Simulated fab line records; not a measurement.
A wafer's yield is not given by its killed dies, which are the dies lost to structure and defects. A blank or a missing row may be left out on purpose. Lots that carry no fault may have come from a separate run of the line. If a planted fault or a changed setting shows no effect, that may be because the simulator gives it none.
fab line records + flow n5Finfet
[record]
- lots = 14
- wafers = 42
- lastDay = 18
route steps=1938 shown BEOL_M11@1537
lots that met no fault: from a run of the same line without faults
startH: start of the lot's first displayed wafer, in hours after the record's first day + waitH: hours elapsed since this lot's preceding step + " identical to the entry in the row above + L1.1+2: a row that stands for several wafers + - no value present, or no start provided + * or withheld: withheld + < > ~ a bound
route shown NAME@n: names a module that has steps shown in the file, with the first one's number in the route + usual: mean/standard deviation of fault-free wafers + same: alike in all rows + chamber/n: place in a boat + sites: per-site readings + _std_site: standard deviation of those values + _edge_site: mean of outer sites minus mean of inner sites + radiusMm: for every site, how far away it sits from the centre of the wafer + mask NAME#n: copy n + behind: tool/chamber where the wafer was last shaped + hold: cause of the lot's hold/its duration in hours/its outcome + device: the transistor (n, p or np) that didn't switch + end of line: the same wafers' tests at the end of the route + a step with no rows: only its recipe + killed: dies lost to structure and defects at the first sort, not the wafer's yield + map: a wafer's dies, marking killed ones x, the rest . and places with no die _
set.NAME: setting as actually run; set.NAME@STEP: the setting as run at that earlier step + model.NAME: the simulator's own value behind a step, which no gauge read
steps of the route over a sample of lots; a table a step, a row a wafer
services: a tool's chamber out of use, with start hour (startH, from the record's first day; less than 0 if before it), hours out, and reason
[[steps]]
[step N5_BEOL_M11_CURE_71]
[recipe]
- tempC = 385
- timeS = 240
- ambient = He/Ar
- material = SiCOH_lowk
[usual]
- lampPowerPct = 52.32/0.054
- wafer_temp_C_max = 386.7/0.63
| lot.wafer | tool      | chamber | startH | waitH | lampPowerPct | wafer_temp_C_max |
|-----------|-----------|---------|--------|-------|--------------|------------------|
| L104.2    | uvCure-02 | 1       | 243.59 | 0.1   | 52.32        | 386.0            |
| L104.3    | "         | 1       | "      | "     | 52.27        | 387.0            |
| L104.6    | "         | 1       | "      | "     | 52.31        | 386.3            |
| L108.2    | uvCure-03 | 2       | 255.37 | 0.1   | 52.37        | 387.4            |
| L108.3    | "         | 2       | "      | "     | 52.47        | 388.0            |
| L108.4    | "         | 2       | "      | "     | 52.29        | 387.9            |
| L109.1    | uvCure-01 | 0       | 268.09 | 0.0   | 52.34        | 386.9            |
| L109.3    | "         | 0       | "      | "     | 52.35        | 387.4            |
| L109.6    | "         | 0       | "      | "     | 52.36        | 387.2            |
| L110.2    | uvCure-02 | 2       | 278.06 | 0.2   | 52.40        | 386.7            |
| L110.3    | "         | 2       | "      | "     | 52.26        | 387.4            |
| L110.6    | "         | 2       | "      | "     | 52.29        | 386.8            |
| L112.1    | uvCure-01 | 0       | 285.58 | 0.0   | 52.28        | 386.8            |
| L112.2    | "         | 0       | "      | "     | 52.29        | 387.0            |
| L112.5    | "         | 0       | "      | "     | 52.29        | 386.7            |
| L117.2    | uvCure-02 | 0       | 306.91 | 0.1   | 52.36        | 386.5            |
| L117.4    | "         | 0       | "      | "     | 52.31        | 387.0            |
| L117.6    | "         | 0       | "      | "     | 52.33        | 386.8            |
| L119.4    | uvCure-01 | 0       | 312.56 | 0.3   | 52.24        | 386.7            |
| L119.5    | "         | 0       | "      | "     | 52.34        | 386.3            |
| L119.6    | "         | 0       | "      | "     | 52.21        | 386.4            |
| L118.1    | uvCure-01 | 2       | 322.28 | 0.0   | 52.35        | 386.1            |
| L118.2    | "         | 2       | "      | "     | 52.35        | 386.3            |
| L118.6    | "         | 2       | "      | "     | 52.37        | 386.3            |
| L120.1    | uvCure-02 | 1       | 330.66 | 0.0   | 52.40        | 386.8            |
| L120.2    | "         | 1       | "      | "     | 52.36        | 386.4            |
| L120.4    | "         | 1       | "      | "     | 52.34        | 386.7            |
| L121.1    | uvCure-03 | 0       | 349.03 | 0.0   | 52.40        | 385.7            |
| L121.3    | "         | 0       | "      | "     | 52.33        | 386.6            |
| L121.4    | "         | 0       | "      | "     | 52.27        | 385.6            |
| L123.2    | uvCure-02 | 1       | 356.35 | 0.1   | 52.37        | 385.9            |
| L123.4    | "         | 1       | "      | "     | 52.36        | 386.3            |
| L123.5    | "         | 1       | "      | "     | 52.40        | 386.5            |
| L124.1    | uvCure-01 | 2       | 372.66 | 0.1   | 52.27        | 386.1            |
| L124.4    | "         | 2       | "      | "     | 52.37        | 386.2            |
| L124.5    | "         | 2       | "      | "     | 52.33        | 386.2            |
| L122.1    | uvCure-03 | 0       | 372.90 | 0.0   | 52.34        | 386.5            |
| L122.3    | "         | 0       | "      | "     | 52.38        | 386.6            |
| L122.6    | "         | 0       | "      | "     | 52.34        | 386.3            |
| L125.1    | uvCure-03 | 0       | 377.22 | 0.0   | 52.40        | 386.3            |
| L125.4    | "         | 0       | "      | "     | 52.45        | 386.5            |
| L125.6    | "         | 0       | "      | "     | 52.34        | 387.1            |
[step N5_BEOL_M11_STRIP_67]
[recipe]
- chemistry = CF4
- resist = SiARC
- powerW = 300
- biasPowerW = 75
- pressureMtorr = 50
- cf4FlowSccm = 150
- rfFrequencyHz = 6e+07
[usual]
- drypumpMotorCurrentA = 5.8/0.47
- oesProductAu = 0.77/0.072
- rfVppV = 271.6/1.6
- showerheadPlenumPTorr = 1.81/0.052
- throttleValvePct = 13.6/0.32
| lot.wafer | tool       | chamber | startH | waitH | drypumpMotorCurrentA | oesProductAu | rfHoursCounterH | rfVppV | showerheadPlenumPTorr | throttleValvePct |
|-----------|------------|---------|--------|-------|----------------------|--------------|-----------------|--------|-----------------------|------------------|
| L104.2    | rieDiel-03 | 3       | 246.86 | 0.0   | 5.6                  | 0.86         | 54              | 273.9  | 1.89                  | 13.3             |
| L104.3    | "          | 1       | "      | "     | 6.0                  | 0.75         | 189             | 268.8  | 1.71                  | 13.8             |
| L104.6    | "          | 1       | "      | "     | 6.0                  | 0.74         | -               | 268.5  | 1.71                  | 13.8             |
| L108.2    | rieDiel-02 | 3       | 257.11 | 0.0   | 6.6                  | 0.87         | 52              | 272.5  | 1.88                  | 13.4             |
| L108.3    | "          | 1       | "      | "     | 5.4                  | 0.81         | 87              | 273.1  | 1.81                  | 13.3             |
| L108.4    | "          | 2       | "      | "     | 6.6                  | 0.86         | 46              | 272.5  | 1.83                  | 13.1             |
| L109.1    | rieDiel-03 | 3       | 271.70 | 0.0   | 5.6                  | 0.85         | 60              | 275.3  | 1.89                  | 13.3             |
| L109.3    | "          | 0       | "      | "     | 5.9                  | 0.74         | 188             | 271.1  | 1.78                  | 13.7             |
| L109.6    | "          | 3       | "      | "     | 5.6                  | 0.85         | -               | 273.0  | 1.89                  | 13.3             |
| L110.2    | rieDiel-04 | 2       | 280.40 | 0.0   | 5.7                  | 0.71         | 184             | 273.6  | 1.85                  | 14.0             |
| L110.3    | "          | 3       | "      | "     | 5.7                  | 0.92         | 25              | 271.2  | 1.83                  | 13.0             |
| L110.6    | "          | 2       | "      | "     | 5.7                  | 0.71         | -               | 272.4  | 1.85                  | 14.0             |
| L112.1    | rieDiel-04 | 1       | 288.71 | 0.0   | 6.3                  | 0.72         | 223             | 270.5  | 1.85                  | 13.5             |
| L112.2    | "          | 3       | "      | "     | 5.7                  | 0.91         | 28              | 271.2  | 1.83                  | 13.0             |
| L112.5    | "          | 1       | "      | "     | 6.3                  | 0.72         | -               | 272.8  | 1.85                  | 13.5             |
| L117.2    | rieDiel-03 | 1       | 309.82 | 0.0   | 6.0                  | 0.72         | 209             | 269.0  | 1.71                  | 13.9             |
| L117.4    | "          | 2       | "      | "     | 5.0                  | 0.78         | 141             | 272.8  | 1.80                  | 13.8             |
| L117.6    | "          | 0       | "      | "     | 5.9                  | 0.74         | -               | 270.1  | 1.78                  | 13.7             |
| L119.4    | rieDiel-02 | 2       | 315.92 | 0.0   | 6.6                  | 0.83         | 68              | 272.7  | 1.83                  | 13.1             |
| L119.5    | "          | 0       | "      | "     | 5.1                  | 0.68         | -               | 271.1  | 1.75                  | 14.0             |
| L119.6    | "          | 1       | "      | "     | 5.4                  | 0.79         | -               | 270.6  | 1.80                  | 13.3             |
| L118.1    | rieDiel-02 | 3       | 325.18 | 0.0   | 6.6                  | 0.84         | 77              | 272.5  | 1.87                  | 13.5             |
| L118.2    | "          | 0       | "      | "     | 5.1                  | 0.67         | 247             | 268.0  | 1.75                  | 14.0             |
| L118.6    | "          | 1       | "      | "     | 5.4                  | 0.78         | -               | 273.0  | 1.80                  | 13.3             |
| L120.1    | rieDiel-04 | 0       | 333.08 | 0.0   | 5.6                  | 0.69         | 222             | 272.0  | 1.76                  | 14.0             |
| L120.2    | "          | 2       | "      | "     | 5.7                  | 0.70         | 193             | 272.3  | 1.85                  | 14.0             |
| L120.4    | "          | 3       | "      | "     | 5.7                  | 0.91         | -               | 271.6  | 1.83                  | 13.1             |
| L121.1    | rieDiel-03 | 1       | 350.33 | 0.0   | 6.0                  | 0.71         | 222             | 267.5  | 1.70                  | 13.9             |
| L121.3    | "          | 2       | "      | "     | 5.0                  | 0.76         | 154             | 271.9  | 1.79                  | 13.8             |
| L121.4    | "          | 0       | "      | "     | 5.9                  | 0.72         | 214             | 271.6  | 1.78                  | 13.7             |
| L123.2    | rieDiel-04 | 0       | 357.59 | 0.0   | 5.6                  | 0.70         | 227             | 272.4  | 1.76                  | 14.0             |
| L123.4    | "          | 2       | "      | "     | 5.7                  | 0.70         | 199             | 271.3  | 1.85                  | 14.0             |
| L123.5    | "          | 1       | "      | "     | 6.3                  | 0.71         | -               | 273.3  | 1.84                  | 13.5             |
| L124.1    | rieDiel-03 | 1       | 375.25 | 0.0   | 6.0                  | 0.70         | 230             | 268.3  | 1.70                  | 13.9             |
| L124.4    | "          | 2       | "      | "     | 5.0                  | 0.75         | 161             | 270.8  | 1.79                  | 13.8             |
| L124.5    | "          | 3       | "      | "     | 5.6                  | 0.82         | -               | 273.7  | 1.88                  | 13.4             |
| L122.1    | rieDiel-04 | 1       | 375.41 | 0.0   | 6.3                  | 0.71         | 236             | 272.6  | 1.84                  | 13.5             |
| L122.3    | "          | 0       | "      | "     | 5.6                  | 0.70         | 230             | 271.8  | 1.76                  | 14.0             |
| L122.6    | "          | 2       | "      | "     | 5.7                  | 0.69         | -               | 272.6  | 1.85                  | 14.0             |
| L125.1    | rieDiel-04 | 2       | 379.72 | 0.0   | 5.7                  | 0.69         | 205             | 274.5  | 1.85                  | 14.0             |
| L125.4    | "          | 1       | "      | "     | 6.3                  | 0.71         | 238             | 271.9  | 1.84                  | 13.5             |
| L125.6    | "          | 1       | "      | "     | 6.3                  | 0.71         | -               | 272.5  | 1.84                  | 13.5             |
[step N5_BEOL_M11_CD_MEAS_18]
[recipe]
- pitchNm = 140
- targetCdNm = 70
[usual]
- cdNm = 69.7/0.53
| lot.wafer | tool     | chamber | startH | waitH | cdNm |
|-----------|----------|---------|--------|-------|------|
| L104.2    | cdSem-01 | -       | 247.08 | 0.1   | 71.0 |
| L104.3    | "        | -       | "      | "     | 70.1 |
| L104.6    | "        | -       | "      | "     | 70.0 |
| L108.2    | cdSem-01 | -       | 257.37 | 0.1   | 69.8 |
| L108.3    | "        | -       | "      | "     | 68.7 |
| L108.4    | "        | -       | "      | "     | 68.9 |
| L109.1    | cdSem-01 | -       | 271.92 | 0.0   | 69.7 |
| L109.3    | "        | -       | "      | "     | 68.7 |
| L109.6    | "        | -       | "      | "     | 70.0 |
| L110.2    | cdSem-03 | -       | 280.72 | 0.1   | 70.8 |
| L110.3    | "        | -       | "      | "     | 69.4 |
| L110.6    | "        | -       | "      | "     | 70.0 |
| L112.1    | cdSem-03 | -       | 288.97 | 0.0   | 70.2 |
| L112.2    | "        | -       | "      | "     | 69.2 |
| L112.5    | "        | -       | "      | "     | 69.0 |
| L117.2    | cdSem-01 | -       | 310.07 | 0.1   | 69.5 |
| L117.4    | "        | -       | "      | "     | 68.8 |
| L117.6    | "        | -       | "      | "     | 68.7 |
| L119.4    | cdSem-03 | -       | 316.25 | 0.1   | 69.6 |
| L119.5    | "        | -       | "      | "     | 69.9 |
| L119.6    | "        | -       | "      | "     | 69.2 |
| L118.1    | cdSem-03 | -       | 325.40 | 0.0   | 70.0 |
| L118.2    | "        | -       | "      | "     | 69.9 |
| L118.6    | "        | -       | "      | "     | 69.6 |
| L120.1    | cdSem-01 | -       | 333.32 | 0.0   | 69.7 |
| L120.2    | "        | -       | "      | "     | 69.2 |
| L120.4    | "        | -       | "      | "     | 69.6 |
| L121.1    | cdSem-02 | -       | 350.64 | 0.0   | 68.9 |
| L121.3    | "        | -       | "      | "     | 69.4 |
| L121.4    | "        | -       | "      | "     | 69.1 |
| L123.2    | cdSem-02 | -       | 357.82 | 0.1   | 68.8 |
| L123.4    | "        | -       | "      | "     | 70.0 |
| L123.5    | "        | -       | "      | "     | 69.8 |
| L124.1    | cdSem-01 | -       | 375.61 | 0.0   | 70.0 |
| L124.4    | "        | -       | "      | "     | 69.4 |
| L124.5    | "        | -       | "      | "     | 70.0 |
| L122.1    | cdSem-01 | -       | 375.69 | 0.0   | 69.5 |
| L122.3    | "        | -       | "      | "     | 69.2 |
| L122.6    | "        | -       | "      | "     | 70.2 |
| L125.1    | cdSem-03 | -       | 379.96 | 0.0   | 69.3 |
| L125.4    | "        | -       | "      | "     | 69.7 |
| L125.6    | "        | -       | "      | "     | 69.6 |
[step N5_BEOL_M11_EXPOSE_25]
[recipe]
- maskId = V10
- na = 1.35
- sourceShape = annular
- sigmaInner = 0.5
- sigmaOuter = 0.8
- polarization = unpolarized
- doseMj = 85.5
[usual]
- exposureDoseMJCm2 = 85.41/0.097
- focusOffsetNm = 0.1/0.49
| lot.wafer | tool           | chamber | startH | waitH | mask  | exposureDoseMJCm2 | focusOffsetNm |
|-----------|----------------|---------|--------|-------|-------|-------------------|---------------|
| L104.2    | arfiScanner-02 | 0       | 247.46 | -     | V10#0 | 85.47             | -0.1          |
| L104.3    | "              | 0       | "      | "     | V10#0 | 85.38             | -0.2          |
| L104.6    | "              | 0       | "      | "     | V10#0 | 85.58             | -0.3          |
| L108.2    | arfiScanner-03 | 0       | 260.96 | -     | V10#0 | 85.47             | -0.1          |
| L108.3    | "              | 0       | "      | "     | V10#0 | 85.49             | 0.4           |
| L108.4    | "              | 0       | "      | "     | V10#0 | 85.57             | 0.2           |
| L109.1    | arfiScanner-01 | 0       | 274.47 | -     | V10#0 | 85.28             | -0.7          |
| L109.3    | "              | 0       | "      | "     | V10#0 | 85.38             | -1.0          |
| L109.6    | "              | 0       | "      | "     | V10#0 | 85.23             | 0.1           |
| L110.2    | arfiScanner-01 | -       | 282.54 | -     | V10#0 | -                 | -             |
| L110.3    | "              | -       | "      | "     | V10#0 | -                 | -             |
| L110.6    | "              | -       | "      | "     | V10#0 | -                 | -             |
| L112.1    | arfiScanner-03 | -       | 290.37 | -     | V10#0 | -                 | -             |
| L112.2    | "              | -       | "      | "     | V10#0 | -                 | -             |
| L112.5    | "              | -       | "      | "     | V10#0 | -                 | -             |
| L117.2    | arfiScanner-01 | 0       | 310.23 | -     | V10#0 | 85.41             | -0.1          |
| L117.4    | "              | 0       | "      | "     | V10#0 | 85.39             | 0.1           |
| L117.6    | "              | 0       | "      | "     | V10#0 | 85.45             | 0.7           |
| L119.4    | arfiScanner-02 | 0       | 317.72 | -     | V10#0 | 85.34             | 0.7           |
| L119.5    | "              | 0       | "      | "     | V10#0 | 85.41             | 0.4           |
| L119.6    | "              | 0       | "      | "     | V10#0 | 85.44             | 0.1           |
| L118.1    | arfiScanner-02 | 0       | 327.17 | -     | V10#0 | 85.31             | -0.1          |
| L118.2    | "              | 0       | "      | "     | V10#0 | 85.38             | 0.1           |
| L118.6    | "              | 0       | "      | "     | V10#0 | 85.49             | 0.1           |
| L120.1    | arfiScanner-01 | 0       | 334.55 | -     | V10#0 | 85.37             | 0.2           |
| L120.2    | "              | 0       | "      | "     | V10#0 | 85.36             | 0.2           |
| L120.4    | "              | 0       | "      | "     | V10#0 | 85.52             | -0.7          |
| L121.1    | arfiScanner-03 | 0       | 350.92 | -     | V10#0 | 85.48             | 0.4           |
| L121.3    | "              | 0       | "      | "     | V10#0 | 85.64             | 0.3           |
| L121.4    | "              | 0       | "      | "     | V10#0 | 85.46             | 0.2           |
| L123.2    | arfiScanner-01 | 0       | 358.95 | -     | V10#0 | 85.43             | -0.3          |
| L123.4    | "              | 0       | "      | "     | V10#0 | 85.25             | -0.5          |
| L123.5    | "              | 0       | "      | "     | V10#0 | 85.18             | -0.5          |
| L124.1    | arfiScanner-01 | 0       | 375.78 | -     | V10#0 | 85.40             | 1.1           |
| L124.4    | "              | 0       | "      | "     | V10#0 | 85.21             | 0.3           |
| L124.5    | "              | 0       | "      | "     | V10#0 | 85.49             | 1.3           |
| L122.1    | arfiScanner-03 | 0       | 378.30 | -     | V10#0 | 85.34             | -0.2          |
| L122.3    | "              | 0       | "      | "     | V10#0 | 85.37             | -0.1          |
| L122.6    | "              | 0       | "      | "     | V10#0 | 85.38             | -0.8          |
| L125.1    | arfiScanner-03 | 0       | 381.99 | -     | V10#0 | 85.38             | 0.5           |
| L125.4    | "              | 0       | "      | "     | V10#0 | 85.50             | 1.0           |
| L125.6    | "              | 0       | "      | "     | V10#0 | 85.53             | -0.3          |
[[services]]
| tool           | chamber | startH | hours | kind   |
|----------------|---------|--------|-------|--------|
| arfiScanner-01 | -       | 224.61 | 0.8   | repair |
| arfiScanner-02 | -       | 226.40 | 0.2   | repair |
| arfiScanner-03 | -       | 231.05 | 0.8   | pm     |
| arfiScanner-03 | -       | 234.91 | 0.9   | repair |
| rieDiel-03     | 0       | 236.50 | 2.5   | repair |
| arfiScanner-03 | -       | 240.26 | 4.5   | repair |
| arfiScanner-01 | -       | 244.63 | 1.3   | pm     |
| arfiScanner-03 | -       | 248.18 | 4.9   | pm     |
| arfiScanner-02 | -       | 249.58 | 1.3   | pm     |
| rieDiel-04     | 1       | 264.02 | 3.2   | repair |
| arfiScanner-02 | -       | 264.80 | 1.0   | pm     |
| arfiScanner-03 | -       | 265.01 | 1.0   | pm     |
| rieDiel-02     | 1       | 266.25 | 1.6   | repair |
| uvCure-03      | -       | 278.67 | 7.5   | pm     |
| uvCure-01      | -       | 293.82 | 5.0   | pm     |
| arfiScanner-02 | -       | 298.35 | 0.8   | pm     |
| rieDiel-04     | -       | 301.12 | 28.1  | pm     |
| rieDiel-02     | 0       | 307.62 | 3.9   | repair |
| arfiScanner-03 | -       | 308.74 | 1.3   | pm     |
| arfiScanner-01 | -       | 320.41 | 0.8   | pm     |
| arfiScanner-02 | -       | 322.30 | 3.4   | repair |
| arfiScanner-01 | -       | 344.42 | 1.7   | repair |
| rieDiel-03     | 3       | 356.86 | 1.3   | repair |
| arfiScanner-01 | -       | 370.13 | 1.3   | pm     |
[[key]]
[firstSign]
- step = N5_BEOL_M11_EXPOSE_25
- reading = toolRecord
- direction = missing
effect none on later readings
metAt N5_BEOL_M11_EXPOSE_25
struckLots L110,L112
laterRowsLeftOut L110.2,L110.3,L110.6,L112.1,L112.2,L112.5
sortLeftOut L110.2,L110.3,L110.6,L112.1,L112.2,L112.5
notActingAt N5_BEOL_M11_CURE_71,N5_BEOL_M11_STRIP_67,N5_BEOL_M11_CD_MEAS_18
onsetBetween 274.47 282.54
[fault]
- kind = skippedStepWhole
- tool = arfiScanner-01,arfiScanner-03
- chamber = -
- onsetH = 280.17
- steps = N5_BEOL_M11_EXPOSE_25
- scope = struckLotsOnly
// sortLeftOut: the simulated sort isn't trusted on such a fault, so these wafers' sort isn't shown, and their yield isn't known
// laterRowsLeftOut: the simulator's readings of these wafers behind a module that went badly wrong aren't trusted and aren't shown, but for the sort
